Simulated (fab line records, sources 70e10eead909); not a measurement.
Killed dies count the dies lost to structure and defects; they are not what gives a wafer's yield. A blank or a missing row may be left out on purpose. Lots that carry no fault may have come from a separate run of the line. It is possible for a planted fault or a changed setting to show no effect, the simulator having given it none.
Chamber matching	flow nand_harc	4 sister chambers for NHARC_A_CHANNEL_FILL_D1_ETCHBACK_20 on rie_diel-02
The step etches the open film in C4F8/O2/Ar, target depth 27 nm, time 13.5 s. 8 wafers are shown with their chamber, then 11 later ones without.

WAFERS PAIRED WITH THEIR CHAMBERS
wafer	chamber	rf_vpp_V (V)	bias_w (W)
L079.2	3	975	1501
L084.1	2	982	1504
L084.6	2	982	1506
L086.6	1	984	1496
L089.3	0	972	1501
L089.4	1	984	1498
L089.6	0	972	1500
L090.1	3	974	1506

WAFERS WITHOUT THEIR CHAMBER
wafer	rf_vpp_V (V)	bias_w (W)
L090.5	985	1507
L090.6	972	1499
L095.1	981	1502
L095.5	971	1506
L095.6	983	1511
L093.1	972	1500
L093.2	982	1503
L093.4	983	1503
L094.2	976	1505
L094.3	984	1499
L094.6	985	1499

CHAMBER TAKEN BY EACH
wafer	from the rows above	in truth
L090.5	1	1
L090.6	0	0
L095.1	2	2
L095.5	0	0
L095.6	2	2
L093.1	0	0
L093.2	2	2
L093.4	can't be placed: 2 or 1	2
L094.2	3	3
L094.3	1	1
L094.6	1	1
10 of 11 placed correctly. Cannot be placed on the basis of these rows: 1; the candidates contain the true chamber in 1. Number placed wrongly: 0.
How it was worked out, from the rows above alone: a wafer's distance from a chamber is the root of the sum, over the readings, of the square of ((its reading less the chamber's mean) divided by the reading's scatter). If the next closest chamber is less than 2 further off than the closest, the wafer can't be placed; otherwise it belongs to the closest. For every chamber, the mean is computed from those of its wafers that are shown. The scatter: take each reading less its chamber's mean, square it, sum over the shown wafers, divide by the number of wafers less the number of chambers, and take the root.
